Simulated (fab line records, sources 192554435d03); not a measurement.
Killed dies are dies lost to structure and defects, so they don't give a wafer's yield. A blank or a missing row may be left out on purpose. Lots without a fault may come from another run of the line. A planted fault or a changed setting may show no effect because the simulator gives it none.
Chamber matching | flow n5_finfet | N5_DUMMY_REMOVAL_STRIP_10 on rie_diel-04: 4 sister chambers
The step strips in N2/H2, time 40 s. 16 wafers are shown with their chamber, then 8 later ones without.

WAFERS WITH THEIR CHAMBER
wafer  | chamber | showerhead_plenum_p_Torr (Torr) | throttle_valve_pct (%) | drypump_motor_current_A (A)
L077.1 | 3       | 3.46                            | 11.9                   | 5.4
L077.3 | 2       | 3.54                            | 12.2                   | 5.4
L077.6 | 1       | 3.36                            | 12.5                   | 5.9
L082.1 | 1       | 3.35                            | 12.5                   | 5.8
L082.2 | 0       | 3.21                            | 12.6                   | 6.3
L082.4 | 0       | 3.21                            | 12.6                   | 6.3
L086.1 | 1       | 3.35                            | 12.5                   | 5.8
L086.3 | 3       | 3.45                            | 12.0                   | 5.4
L086.6 | 0       | 3.20                            | 12.6                   | 6.3
L087.1 | 1       | 3.35                            | 12.5                   | 5.8
L087.3 | 3       | 3.44                            | 11.9                   | 5.4
L087.6 | 3       | 3.44                            | 11.9                   | 5.4
L089.2 | 3       | 3.44                            | 11.9                   | 5.5
L089.3 | 1       | 3.34                            | 12.6                   | 5.7
L089.4 | 0       | 3.20                            | 12.6                   | 6.4
L091.3 | 0       | 3.20                            | 12.6                   | 6.3

SIGNATURES (means of the wafers above)
reading                  | chamber 0 | chamber 1 | chamber 2 | chamber 3 | scatter within a chamber
showerhead_plenum_p_Torr | 3.2040    | 3.3500    | 3.5400    | 3.4460    | 0.0073
throttle_valve_pct       | 12.600    | 12.520    | 12.200    | 11.920    | 0.0365
drypump_motor_current_A  | 6.320     | 5.800     | 5.400     | 5.420     | 0.0548
Rule: a wafer's distance from a chamber is the root of the sum, over the readings, of the square of ((its reading less the chamber's mean) divided by the reading's scatter). The wafer belongs to the nearest chamber; if the next one is less than 2 further off, it can't be placed. The scatter: the root of (the sum of the squares of (reading less its chamber's mean) over the shown wafers, divided by (wafers less chambers)).

WAFERS WITHOUT THEIR CHAMBER
wafer  | showerhead_plenum_p_Torr (Torr) | throttle_valve_pct (%) | drypump_motor_current_A (A)
L091.5 | 3.34                            | 12.6                   | 5.8
L091.6 | 3.20                            | 12.6                   | 6.4
L092.3 | 3.44                            | 12.0                   | 5.4
L092.4 | 3.44                            | 12.0                   | 5.4
L092.6 | 3.34                            | 12.6                   | 5.8
L095.2 | 3.34                            | 12.6                   | 5.8
L095.3 | 3.44                            | 12.0                   | 5.4
L095.4 | 3.34                            | 12.6                   | 5.8

WHICH CHAMBER EACH WENT THROUGH
wafer  | from the rows above | in truth
L091.5 | 1                   | 1
L091.6 | 0                   | 0
L092.3 | 3                   | 3
L092.4 | 3                   | 3
L092.6 | 1                   | 1
L095.2 | 1                   | 1
L095.3 | 3                   | 3
L095.4 | 1                   | 1
Placed correctly: 8 of 8. Can't be placed from these rows: 0. Placed wrongly: 0.
